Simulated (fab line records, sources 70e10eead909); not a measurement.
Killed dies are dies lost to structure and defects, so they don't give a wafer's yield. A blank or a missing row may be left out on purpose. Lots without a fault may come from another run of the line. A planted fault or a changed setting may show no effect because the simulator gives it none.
fab line records | flow nand_harc
record lots=6 wafers=18 last_day=34
route steps=1302 shown A_CONTACT@1043 END@1302
lots that met no fault: from a run of the same line without faults
start_h: hours from the record's first day to the start of the lot's first wafer shown | wait_h: hours since the lot's step before | " the same as in the row above | L1.1+2: a row that stands for several wafers | - no value, or no start given | * or withheld: withheld | < > ~ a bound
route shown NAME@n: a module of which the file shows steps, and the number in the route of the first | usual: mean/standard deviation of fault-free wafers | same: alike in all rows | chamber/n: place in a boat | sites: the reading at each site | _std_site: their standard deviation | _edge_site: outer sites' mean less inner sites' | radius_mm: how far each site lies from the wafer's centre | mask NAME#n: copy n | behind: the tool/chamber that last shaped the wafer | hold: why the lot was held/for how many hours/how that ended | device: the transistor (n, p or np) that didn't switch | end of line: the same wafers' tests at the end of the route | a step without rows: its recipe alone | killed: dies lost to structure and defects at the first sort, not the wafer's yield | map: a wafer's dies, x killed, . not, _ none there
set.NAME: the setting as run; set.NAME@STEP: as run at that earlier step | model.NAME: the simulator's own value behind a step, which no gauge read
lots at some steps of the route; a table a step, a row a wafer
services: from which hour (start_h, from the record's first day; less than 0 if before it) a tool's chamber was out of use, for how many hours, and why
## steps
# step NHARC_A_CONTACT_ETCH_75
# recipe target_depth_a=390 over_etch_frac=0.3 time_s=65 ion_energy_ev=80 cf4_flow_sccm=150 ar_flow_sccm=0 rf_w=300 bias_w=100 chemistry=CF4
# step NHARC_A_CONTACT_ETCH_76
# recipe target_depth_a=2600 over_etch_frac=0.3 time_s=475.3 ion_energy_ev=200 n2_flow_sccm=150 h2_flow_sccm=150 ar_flow_sccm=0 rf_w=400 bias_w=150 chemistry=N2/H2
# step NHARC_A_CONTACT_ETCH_77
# recipe target_depth_a=1089 time_s=54.5 cf4_flow_sccm=100 chf3_flow_sccm=30 ar_flow_sccm=0 rf_w=500 bias_w=200 chemistry=CF4/CHF3
# step NHARC_A_CONTACT_ETCH_78
# recipe target_depth_a=53000 over_etch_frac=0.3 time_s=1378 ion_energy_ev=150 o2_flow_sccm=400 cos_flow_sccm=20 ar_flow_sccm=0 rf_w=500 bias_w=300 chemistry=O2/COS
# step NHARC_A_CONTACT_ETCH_124
# recipe source_w=withheld pressure_mtorr=20 bias_v=withheld time_s=140 target_depth_a=7000 ar_flow_sccm=withheld c4f8_flow_sccm=withheld o2_flow_sccm=withheld chemistry=C4F8/O2/Ar
# step NHARC_A_CONTACT_ETCH_125
# recipe source_w=withheld pressure_mtorr=20 bias_v=3000 time_s=197 target_depth_a=19180 ar_flow_sccm=withheld c4f8_flow_sccm=withheld o2_flow_sccm=withheld chemistry=C4F8/O2/Ar
# step NHARC_A_CONTACT_ETCH_126
# recipe source_w=withheld pressure_mtorr=20 bias_v=3000 time_s=197 target_depth_a=19180 ar_flow_sccm=withheld c4f8_flow_sccm=withheld o2_flow_sccm=withheld chemistry=C4F8/O2/Ar
# step NHARC_A_CONTACT_ETCH_127
# recipe source_w=withheld pressure_mtorr=20 bias_v=3000 time_s=197 target_depth_a=19180 ar_flow_sccm=withheld c4f8_flow_sccm=withheld o2_flow_sccm=withheld chemistry=C4F8/O2/Ar
# step NHARC_A_CONTACT_ETCH_128
# recipe source_w=withheld pressure_mtorr=20 bias_v=3000 time_s=197 target_depth_a=19180 ar_flow_sccm=withheld c4f8_flow_sccm=withheld o2_flow_sccm=withheld chemistry=C4F8/O2/Ar
# step NHARC_A_CONTACT_ETCH_129
# recipe source_w=withheld pressure_mtorr=20 bias_v=3000 time_s=197 target_depth_a=19180 ar_flow_sccm=withheld c4f8_flow_sccm=withheld o2_flow_sccm=withheld chemistry=C4F8/O2/Ar
# step NHARC_A_CONTACT_ETCH_130
# recipe source_w=withheld pressure_mtorr=20 bias_v=3000 time_s=197 target_depth_a=19180 ar_flow_sccm=withheld c4f8_flow_sccm=withheld o2_flow_sccm=withheld chemistry=C4F8/O2/Ar
# step NHARC_A_CONTACT_ETCH_131
# recipe source_w=withheld pressure_mtorr=20 bias_v=3000 time_s=197 target_depth_a=19180 ar_flow_sccm=withheld c4f8_flow_sccm=withheld o2_flow_sccm=withheld chemistry=C4F8/O2/Ar
# step NHARC_A_CONTACT_ETCH_132
# recipe source_w=withheld pressure_mtorr=20 bias_v=3000 time_s=197 target_depth_a=19240 ar_flow_sccm=withheld c4f8_flow_sccm=withheld o2_flow_sccm=withheld chemistry=C4F8/O2/Ar
# usual oes_air_line_au=0.999/0.018
# columns lot.wafer tool chamber start_h wait_h oes_air_line_au rf_hours_counter_h
L703.1 har_cap_etch-01 1 532.92 0.1 1.016 5
L703.4 " 1 " " 1.008 -
L703.3 " 0 " " 0.995 -
L708.2 har_cap_etch-03 0 571.16 0.1 1.007 55
L708.1 " 1 " " 1.015 55
L708.3 " 0 " " 0.995 -
L716.2 har_cap_etch-01 1 652.72 0.1 0.996 29
L716.3 " 0 " " 1.045 -
L716.4 " 1 " " 1.007 -
L718.2 har_cap_etch-01 1 687.43 0.1 0.991 33
L718.3 " 0 " " 1.014 -
L718.6 " 1 " " 1.007 -
L725.1 har_cap_etch-02 0 732.63 0.1 0.981 120
L725.3 " 0 " " 0.996 -
L725.4 " 1 " " 1.020 -
L724.4 har_cap_etch-01 1 750.95 0.1 0.994 -
L724.3 " 0 " " 0.974 -
L724.5 " 1 " " 0.999 -
# step NHARC_A_CONTACT_ETCH_133
# recipe source_w=withheld pressure_mtorr=20 bias_v=400 time_s=374 target_depth_a=16100 ar_flow_sccm=withheld c4f8_flow_sccm=11.5 o2_flow_sccm=7.2 chemistry=C4F8/O2/Ar
# usual oes_air_line_au=0.997/0.019
# columns lot.wafer tool chamber start_h wait_h oes_air_line_au rf_hours_counter_h
L703.1 har_cap_etch-01 1 533.10 0.1 1.017 6
L703.4 " 1 " " 1.002 -
L703.3 " 0 " " 0.965 -
L708.2 har_cap_etch-03 0 571.34 0.1 0.981 55
L708.1 " 1 " " 1.003 55
L708.3 " 0 " " 0.959 -
L716.2 har_cap_etch-01 1 652.94 0.2 0.985 29
L716.3 " 0 " " 1.001 -
L716.4 " 1 " " 1.014 -
L718.2 har_cap_etch-01 1 687.65 0.2 0.974 33
L718.3 " 0 " " 0.989 -
L718.6 " 1 " " 0.980 -
L725.1 har_cap_etch-02 0 732.81 0.1 0.984 121
L725.3 " 0 " " 0.974 -
L725.4 " 1 " " 0.988 -
L724.4 har_cap_etch-01 1 751.21 0.2 1.011 -
L724.3 " 0 " " 1.010 -
L724.5 " 1 " " 1.003 -
# step NHARC_A_CONTACT_ETCH_91
# recipe target_depth_a=400 over_etch_frac=0.5 time_s=85.7 ion_energy_ev=120 ch3f_flow_sccm=50 o2_flow_sccm=30 ar_flow_sccm=200 rf_w=500 bias_w=100 chemistry=CH3F/O2
# step NHARC_A_CONTACT_ETCH_97
# recipe target_depth_a=200 over_etch_frac=0.5 time_s=10 ion_energy_ev=250 c4f6_flow_sccm=25 o2_flow_sccm=20 ar_flow_sccm=500 rf_w=600 bias_w=500 chemistry=C4F6/O2
# usual drypump_motor_current_A=5.7/0.43 oes_product_au=0.956/0.026 rf_vpp_V=547/3.7 showerhead_plenum_p_Torr=3.95/0.17 throttle_valve_pct=26.902/0.0094
# columns lot.wafer tool chamber start_h wait_h drypump_motor_current_A oes_product_au rf_hours_counter_h rf_vpp_V showerhead_plenum_p_Torr throttle_valve_pct
L703.1 rie_diel-03 0 - - 5.6 0.932 11 544 3.74 26.914
L703.4 " 1 " " 6.2 0.949 12 541 3.77 26.910
L703.3 " 2 " " 6.3 0.948 11 548 4.01 26.902
L708.2 rie_diel-03 2 - - 6.2 0.951 17 551 4.01 26.907
L708.1 " 3 " " 5.9 0.932 17 550 4.11 26.919
L708.3 " 0 " " 5.6 0.933 17 544 3.74 26.903
L716.4 rie_diel-03 0 - - 5.6 0.936 2 543 3.73 26.911
L716.2 " 1 " " 6.2 0.940 1 545 3.76 26.919
L716.3 " 2 " " 6.3 0.938 2 549 4.00 26.896
L718.2 rie_diel-10 2 688.53 0.1 4.8 0.965 24 543 3.74 26.899
L718.3 " 3 " " 5.0 0.956 23 542 3.74 26.897
L718.6 " 2 " " 4.8 0.974 - 543 3.74 26.901
L725.4 rie_diel-02 3 - - 5.2 0.932 53 550 4.10 26.897
L725.1 " 0 " " 5.3 0.962 58 546 3.97 26.910
L725.3 " 1 " " 5.3 0.950 59 551 4.09 26.892
L724.3 rie_diel-03 3 752.20 0.1 5.9 0.984 20 549 4.09 26.897
L724.5 " 0 " " 5.6 0.987 - 542 3.72 26.905
L724.4 " 2 " " 6.3 0.995 - 549 3.99 26.908
# step NHARC_A_CONTACT_CD_MEAS_80
# usual cd_nm=289.1/1.1
# columns lot.wafer tool chamber start_h wait_h cd_nm
L703.1 cd_sem-03 - 534.10 - 289.5
L703.3 " - " " 290.0
L703.4 " - " " 289.9
L708.1 cd_sem-01 - 572.34 - 287.0
L708.2 " - " " 287.5
L708.3 " - " " 287.5
L716.2 cd_sem-02 - 653.88 - 288.8
L716.3 " - " " 288.9
L716.4 " - " " 288.4
L718.2 cd_sem-02 - 688.62 - 289.7
L718.3 " - " " 289.4
L718.6 " - " " 288.7
L725.1 cd_sem-03 - 733.82 - 290.4
L725.3 " - " " 290.2
L725.4 " - " " 290.8
L724.3 cd_sem-01 - 752.29 - 287.4
L724.4 " - " " 287.6
L724.5 " - " " 287.2
# step NHARC_A_CONTACT_STRIP_103
# recipe n2_flow_sccm=150 h2_flow_sccm=150 ar_flow_sccm=0 bias_w=0 chemistry=N2/H2
# step NHARC_A_CONTACT_STRIP_104
# recipe cf4_flow_sccm=100 chf3_flow_sccm=30 ar_flow_sccm=0 bias_w=0 chemistry=CF4/CHF3
# step NHARC_A_CONTACT_STRIP_105
# recipe o2_flow_sccm=400 cos_flow_sccm=20 ar_flow_sccm=0 bias_w=0 chemistry=O2/COS
# step NHARC_A_CONTACT_ETCH_106
# recipe target_depth_a=900 overetch_a=90 time_s=49.5 ion_energy_ev=100 cf4_flow_sccm=80 o2_flow_sccm=20 ar_flow_sccm=0 rf_w=300 bias_w=100 chemistry=CF4/O2
# usual drypump_motor_current_A=5.8/0.41 oes_ar_750_au=1.001/0.0054 oes_product_au=0.996/0.011 rf_vpp_V=198.0/1.4 showerhead_plenum_p_Torr=1.34/0.061 throttle_valve_pct=13.398/0.0093
# columns lot.wafer tool chamber start_h wait_h drypump_motor_current_A oes_ar_750_au oes_product_au rf_hours_counter_h rf_vpp_V showerhead_plenum_p_Torr throttle_valve_pct
L703.4 rie_diel-02 0 537.36 0.1 5.2 0.995 0.995 32 198.3 1.37 13.380
L703.1 " 1 " " 5.2 1.006 0.993 37 197.8 1.41 13.387
L703.3 " 2 " " 6.0 1.011 0.981 50 197.4 1.31 13.389
L708.3 rie_diel-03 2 572.64 0.1 6.2 0.988 1.004 17 198.6 1.37 13.398
L708.2 " 3 " " 5.9 0.990 0.995 17 199.8 1.40 13.397
L708.1 " 1 " " 6.2 0.996 1.010 17 196.7 1.28 13.398
L716.2 rie_diel-03 3 654.17 0.1 5.9 1.001 0.986 3 198.7 1.40 13.418
L716.4 " 0 " " 5.5 0.992 0.985 2 195.4 1.26 13.368
L716.3 " 1 " " 6.2 0.998 1.001 1 196.0 1.27 13.409
L718.2 rie_diel-10 3 688.94 0.1 5.0 0.995 0.999 23 196.6 1.27 13.427
L718.3 " 2 " " 4.8 1.005 1.016 24 196.4 1.27 13.393
L718.6 " 2 " " 4.8 1.000 1.019 - 195.9 1.27 13.405
L725.3 rie_diel-10 1 734.14 0.1 5.9 1.006 0.991 48 199.7 1.43 13.410
L725.1 " 2 " " 4.8 1.007 1.005 41 198.3 1.26 13.404
L725.4 " 1 " " 5.9 0.998 0.997 - 199.8 1.44 13.387
L724.3 rie_diel-03 3 752.62 0.1 5.9 1.002 0.992 20 200.0 1.40 13.398
L724.5 " 2 " " 6.2 1.005 0.997 - 198.6 1.36 13.406
L724.4 " 0 " " 5.6 1.008 0.993 - 196.5 1.26 13.397
# step NHARC_A_CONTACT_STRIP_82
# recipe o2_flow_sccm=500 ar_flow_sccm=0 bias_w=0 chemistry=O2
# usual drypump_motor_current_A=5.8/0.42 oes_product_au=0.997/0.011 rf_vpp_V=57.7/0.85 showerhead_plenum_p_Torr=3.54/0.15 throttle_valve_pct=17.036/0.0085
# columns lot.wafer tool chamber start_h wait_h drypump_motor_current_A oes_product_au rf_hours_counter_h rf_vpp_V showerhead_plenum_p_Torr throttle_valve_pct
L703.3 rie_diel-02 0 - - 5.3 1.008 32 56.5 3.61 17.046
L703.1 " 1 " " 5.2 1.014 37 57.8 3.72 17.026
L703.4 " 2 " " 6.0 0.994 50 56.9 3.46 17.016
L708.2 rie_diel-03 1 - - 6.2 1.007 17 56.3 3.38 17.030
L708.3 " 2 " " 6.3 1.001 17 58.0 3.61 17.039
L708.1 " 0 " " 5.6 0.980 17 56.7 3.36 17.016
L716.4 rie_diel-03 0 - - 5.6 0.994 2 56.9 3.35 17.049
L716.3 " 1 " " 6.2 0.999 1 58.0 3.37 17.043
L716.2 " 2 " " 6.2 1.009 2 58.1 3.60 17.037
L718.3 rie_diel-10 1 - - 6.0 0.984 30 58.6 3.79 17.031
L718.2 " 3 " " 5.0 0.989 24 57.9 3.36 17.037
L718.6 " 3 " " 5.0 0.989 - 57.2 3.36 17.048
L725.3 rie_diel-10 1 - - 5.9 0.991 48 57.8 3.78 17.044
L725.1 " 0 " " 6.0 0.992 37 58.3 3.71 17.032
L725.4 " 0 " " 6.0 0.995 - 58.0 3.71 17.046
L724.3 rie_diel-03 0 - - 5.6 0.987 20 57.3 3.34 17.036
L724.4 " 2 " " 6.2 0.999 - 57.7 3.59 17.039
L724.5 " 0 " " 5.6 0.990 - 56.2 3.34 17.048
# step NHARC_A_CONTACT_STRIP_83
# recipe time_s=600 temp_c=30 chemistry=post_etch_residue_remover
# step NHARC_A_CONTACT_DEP_84
# recipe target_thk_a=28000 temp_c=400 material=aC
# step NHARC_A_CONTACT_DEP_85
# recipe target_thk_a=600 target_thk_nm=60 temp_c=400 pressure_torr=3.5 flow_sccm=200 rf_w=350 material=SiON
# usual heater_power_w=760/95
# columns lot.wafer tool chamber start_h wait_h heater_power_w
L703.1 pecvd-03 1 539.83 1.5 766
L703.3 " 2 " " 911
L703.4 " 2 " " 916
L708.2 pecvd-02 1 575.04 1.2 842
L708.1 " 2 " " 635
L708.3 " 0 " " 632
L716.2 pecvd-02 1 656.56 1.2 834
L716.3 " 0 " " 679
L716.4 " 0 " " 681
L718.2 pecvd-03 2 691.45 1.2 854
L718.3 " 1 " " 653
L718.6 " 2 " " 861
L725.3 pecvd-02 2 743.90 0.9 717
L725.1 " 0 " " 681
L725.4 " 2 " " 690
L724.3 pecvd-01 0 755.16 0.9 880
L724.4 " 1 " " 734
L724.5 " 0 " " 873
# step NHARC_A_CONTACT_DEHYDRATE_00
# recipe temp_c=150 time_s=120
# step NHARC_A_CONTACT_HMDS_01
# recipe time_s=30
# step NHARC_A_CONTACT_COAT_86
# recipe temp_c=260 time_s=75
# step NHARC_A_CONTACT_COAT_87
# recipe temp_c=225 time_s=65
# step NHARC_A_CONTACT_COAT_02
# recipe spin_rpm=1500 resist_thk_nm=90
# step NHARC_A_CONTACT_SOFTBAKE_03
# recipe temp_c=105 time_s=55
# step NHARC_A_CONTACT_EBR_04
# step NHARC_A_CONTACT_EXPOSE_05
# recipe na=1.35 sigma_outer=0.8 dose_mj=84.24 mask_id=A_CC
# step NHARC_A_CONTACT_PEB_06
# recipe peb_temp_c=100 peb_time_s=65
# step NHARC_A_CONTACT_DEVELOP_07
# recipe develop_time_s=35 dev_temp_c=23
# step NHARC_A_CONTACT_CD_MEAS_08
# recipe target_cd_nm=200 landing_energy_ev=500
# usual cd_nm=200.4/0.5
# same landing_energy_ev=500
# columns lot.wafer tool chamber start_h wait_h cd_nm
L703.1 cd_sem-03 0 540.53 - 200.8
L703.3 " 0 " " 201.2
L703.4 " 0 " " 201.0
L708.1 cd_sem-03 0 575.76 - 200.3
L708.2 " 0 " " 201.3
L708.3 " 0 " " 201.5
L716.2 cd_sem-02 0 657.28 - 200.5
L716.3 " 0 " " 199.5
L716.4 " 0 " " 199.7
L718.2 cd_sem-03 0 692.09 - 200.2
L718.3 " 0 " " 200.3
L718.6 " 0 " " 200.0
L725.1 cd_sem-01 0 744.49 - 199.7
L725.3 " 0 " " 200.8
L725.4 " 0 " " 200.4
L724.3 cd_sem-02 0 755.70 - 200.2
L724.4 " 0 " " 200.2
L724.5 " 0 " " 201.0
# step NHARC_A_CONTACT_OVL_MEAS_09
# usual overlay_x_nm=0.0/0.93 overlay_y_nm=-0.1/0.86
# columns lot.wafer tool chamber start_h wait_h overlay_x_nm overlay_y_nm
L703.1 overlay-02 - 540.61 - -0.2 0.6
L703.3 " - " " -0.2 -0.3
L703.4 " - " " -0.3 0.2
L708.1 overlay-01 - 575.85 - -0.7 -0.5
L708.2 " - " " -0.6 -0.7
L708.3 " - " " -0.2 -0.4
L716.2 overlay-02 - 657.37 - -2.5 -0.7
L716.3 " - " " -1.5 -0.9
L716.4 " - " " -1.7 -1.3
L718.2 overlay-02 - 692.18 - 1.6 0.3
L718.3 " - " " 1.6 0.7
L718.6 " - " " 1.6 0.5
L725.1 overlay-02 - 744.58 - 0.0 -0.1
L725.3 " - " " -0.1 -0.4
L725.4 " - " " 0.1 -0.5
L724.3 overlay-02 - 755.79 - 0.6 0.6
L724.4 " - " " 0.1 1.0
L724.5 " - " " -0.1 0.0
# step NHARC_A_CONTACT_DESCUM_13
# recipe time_s=3 o2_flow_sccm=200 ar_flow_sccm=0 bias_power_w=0 chemistry=O2
# usual drypump_motor_current_A=5.8/0.41 oes_product_au=0.999/0.011 rf_vpp_V=57.9/0.95 showerhead_plenum_p_Torr=1.90/0.091 throttle_valve_pct=11.312/0.0095
# columns lot.wafer tool chamber start_h wait_h hold drypump_motor_current_A oes_product_au rf_hours_counter_h rf_vpp_V showerhead_plenum_p_Torr throttle_valve_pct
L703.4 rie_diel-10 0 540.71 0.1 - 5.9 1.014 40 59.2 2.04 11.306
L703.1 " 1 " " - 5.9 1.005 39 57.2 1.77 11.315
L703.3 " 3 " " - 5.0 0.996 37 57.4 1.83 11.317
L708.1 rie_diel-03 0 575.95 0.1 - 5.5 0.982 17 56.6 1.81 11.320
L708.3 " 1 " " - 6.2 1.001 18 58.3 1.83 11.327
L708.2 " 2 " " - 6.3 0.993 18 58.1 1.96 11.317
L716.3 rie_diel-03 3 659.20 1.6 await_dispo/1.6h/release 5.9 0.964 3 57.9 2.01 11.314
L716.4 " 0 " " await_dispo/1.6h/release 5.6 0.980 3 57.7 1.81 11.321
L716.2 " 1 " " await_dispo/1.6h/release 6.2 0.999 2 57.2 1.82 11.310
L718.2 rie_diel-10 1 693.52 1.1 await_dispo/1.1h/release 5.9 0.998 30 58.5 2.07 11.311
L718.3 " 3 " " await_dispo/1.1h/release 5.0 0.990 24 58.2 1.82 11.312
L718.6 " 2 " " await_dispo/1.1h/release 4.8 1.027 - 56.9 1.81 11.301
L725.3 rie_diel-03 2 744.68 0.1 - 6.2 0.996 16 57.6 1.95 11.314
L725.1 " 3 " " - 5.9 0.995 16 58.0 2.00 11.305
L725.4 " 2 " " - 6.2 1.001 - 58.0 1.95 11.341
L724.3 rie_diel-10 2 755.91 0.1 - 4.8 1.014 45 57.9 1.81 11.314
L724.4 " 0 " " - 5.9 0.986 42 57.5 2.02 11.309
L724.5 " 2 " " - 4.8 1.013 - 57.7 1.81 11.306
# step NHARC_A_CONTACT_ETCH_88
# recipe target_depth_a=390 over_etch_frac=0.3 time_s=65 ion_energy_ev=80 cf4_flow_sccm=150 ar_flow_sccm=0 rf_w=300 bias_w=100 chemistry=CF4
# step NHARC_END_SORT_01
# recipe temp_c=25
# usual killed_at_array=57/18 killed_at_other=0.8/1 killed_at_periphery=3.9/2.8 killed_dies=62/18 killed_open=3.4/1.8 killed_short=2.2/1.6
# same gross_dies=677
# columns lot.wafer tool chamber start_h wait_h killed_at_array killed_at_other killed_at_periphery killed_dies killed_open killed_short
L716.2 prober-01 0 737.79 2.8 125 0 1 126 1 2
L716.3 prober-01 0 738.58 3.1 123 0 4 127 3 0
L716.4 prober-01 0 739.36 3.4 133 0 3 136 6 4
L718.2 prober-01 0 759.85 2.8 124 2 0 126 2 0
L718.3 prober-01 0 760.65 3.1 98 1 0 99 1 1
L718.6 prober-01 0 763.07 4.0 119 2 2 123 6 5
# killed by level:class
L716.2 A_CONTACT:unspecified=75 A_CHANNEL_HOLE_D1:chamber_film_flake=31 A_CHANNEL_HOLE_D2:chamber_film_flake=11 A_SLIT:chamber_film_flake=4 P_STI:geometric_particle:open=1 A_DECK1_JOINT:geometric_particle:short=1 A_CHANNEL_FILL_D2:geometric_particle:short=1 A_STAIRCASE:chamber_film_flake=1
L716.3 A_CONTACT:unspecified=52 A_CHANNEL_HOLE_D1:chamber_film_flake=39 A_CHANNEL_HOLE_D2:chamber_film_flake=18 A_SLIT:chamber_film_flake=4 A_CONTACT:chamber_film_flake=4 A_STAIRCASE:chamber_film_flake=3 P_CONTACT:geometric_particle:open=1 P_M0:geometric_particle:open=1
L716.4 A_CONTACT:unspecified=70 A_CHANNEL_HOLE_D1:chamber_film_flake=34 A_CHANNEL_HOLE_D2:chamber_film_flake=9 A_SLIT:chamber_film_flake=6 A_WL_FILL:geometric_particle:open=3 A_CONTACT:chamber_film_flake=3 P_GATE:geometric_particle:open=1 P_GATE:geometric_particle:short=1
L718.2 A_CONTACT:unspecified=72 A_SLIT:chamber_film_flake=21 A_CHANNEL_HOLE_D2:chamber_film_flake=18 A_CHANNEL_HOLE_D1:chamber_film_flake=4 A_STAIRCASE:chamber_film_flake=2 A_SGD_CUT:chamber_film_flake=2 THIN_TSV:chamber_film_flake=2 A_CHANNEL_FILL_D1:geometric_particle:open=1
L718.3 A_CONTACT:unspecified=44 A_SLIT:chamber_film_flake=21 A_CHANNEL_HOLE_D2:chamber_film_flake=16 A_CHANNEL_HOLE_D1:chamber_film_flake=5 A_CONTACT:chamber_film_flake=5 A_SGD_CUT:chamber_film_flake=3 A_CHANNEL_FILL_D1:geometric_particle:short=1 A_CONTACT:geometric_particle:open=1
L718.6 A_CONTACT:unspecified=71 A_CHANNEL_HOLE_D2:chamber_film_flake=16 A_SLIT:chamber_film_flake=15 A_CONTACT:chamber_film_flake=3 A_BLC:geometric_particle:open=2 A_CHANNEL_HOLE_D1:chamber_film_flake=2 P_M0:geometric_particle:open=1 A_CHANNEL_HOLE_D2:geometric_particle:short=1
# map L716.4 (x killed, . not)
____________.____________
_________......._________
_______..........._______
______........x....______
_____......x........_____
____............x...x____
____...............xx____
___.......x.......xxxx___
___......x........xxxx___
__......x....x..xxxxxxx__
__.x..........x..xxxxxx__
_.......x........xxxxxxx_
_.................xxxxxx_
_...........x...xxxxxxxx_
_................xxxxxxx_
_................xxxxxxx_
..................xxxxxx.
..................xxxxxxx
..................x..x.x.
..x................x...x.
.........x..........xxx.x
_..................x...._
_......................._
_...............x...x..._
_.................xxx..._
_...................x.x._
__..........x....x..xx.__
__.............x.xxxx..__
___............xxxxxx.___
___...............xx.x___
____..........x.xxx.x____
____............xxxxx____
_____.........x.x.xx_____
______...........x.______
_______......x...._______
_________......._________
____________.____________
# map L718.2 (x killed, . not)
____________.____________
_________xxx...._________
_______xxxxx......_______
______xxxxx........______
_____...xx.x..x....._____
____...xxxx........x.____
____....xx.........xx____
___.......x......x.xxx___
___........x....x.xxxx___
__...x...........xxxxxx__
__..............xxxxxxx__
_...x............xxxxxxx_
_.x..x..........xxxxxxxx_
_................xxxxxxx_
_...............xxxxxxxx_
_.................xxxxxx_
.................xxxxxxx.
...................xxxxx.
...................x.xxx.
..................xxx.x..
...................xx.xx.
_....................xx._
_x..................x..._
_..................x...._
_.............x........._
_......................._
__.....................__
__.....................__
___..........x.x......___
___...................___
____.......x.........____
____...............x.____
_____..............._____
______.............______
_______..........x_______
_________..x...._________
____________.____________
## services
# columns tool chamber start_h hours kind
pecvd-02 - 510.94 0.2 repair
pecvd-03 - 513.30 0.4 repair
rie_diel-02 0 539.74 2.6 repair
rie_diel-02 2 541.20 28.6 repair
pecvd-03 - 547.37 13.0 pm
rie_diel-02 - 559.32 0.6 repair
rie_diel-02 - 571.69 9.0 pm
pecvd-03 1 578.14 8.5 repair
rie_diel-10 3 581.32 4.8 repair
pecvd-02 - 589.37 13.0 pm
rie_diel-02 - 592.64 0.9 repair
rie_diel-10 - 597.51 9.0 pm
pecvd-03 1 607.06 4.6 repair
pecvd-03 0 613.21 20.7 repair
rie_diel-10 2 615.70 9.7 repair
rie_diel-03 - 635.38 9.0 pm
har_cap_etch-01 - 661.17 0.4 repair
rie_diel-10 3 664.60 5.2 repair
rie_diel-10 0 680.91 15.6 repair
pecvd-03 0 690.11 4.3 repair
rie_diel-10 2 700.05 4.2 repair
rie_diel-10 3 733.19 3.4 repair
rie_diel-03 1 741.51 21.3 repair
rie_diel-02 - 748.69 9.0 pm
## key
first_sign step=NHARC_END_SORT_01 reading=killed_at_array direction=up sigmas=3.5 usual=57 struck=120 wafers_moved=5
effect step=NHARC_END_SORT_01 reading=killed_dies direction=up sigmas=3.4 usual=62 struck=123 wafers_moved=5
more_kills_born_at NHARC_A_CONTACT_ETCH_132@har_cap_etch-01=384
met_at NHARC_A_CONTACT_ETCH_132
struck_wafers L716.2,L716.3,L716.4,L718.2,L718.3,L718.6
tester_left_out L716,L718
onset_between 532.92 652.72
fault kind=chamber_particle_source tool=har_cap_etch-01 chamber=- onset_h=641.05 steps=NHARC_A_CONTACT_ETCH_132 rate_per_visit_cm2=2.0855 end_h=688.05
# tester_left_out: of these lots the tester's yield and bins aren't shown, on N5 and GAA mostly nor the transistor test; their killed dies are dies lost to structure and defects alone, not to doping, threshold or leakage, so they don't give the yield
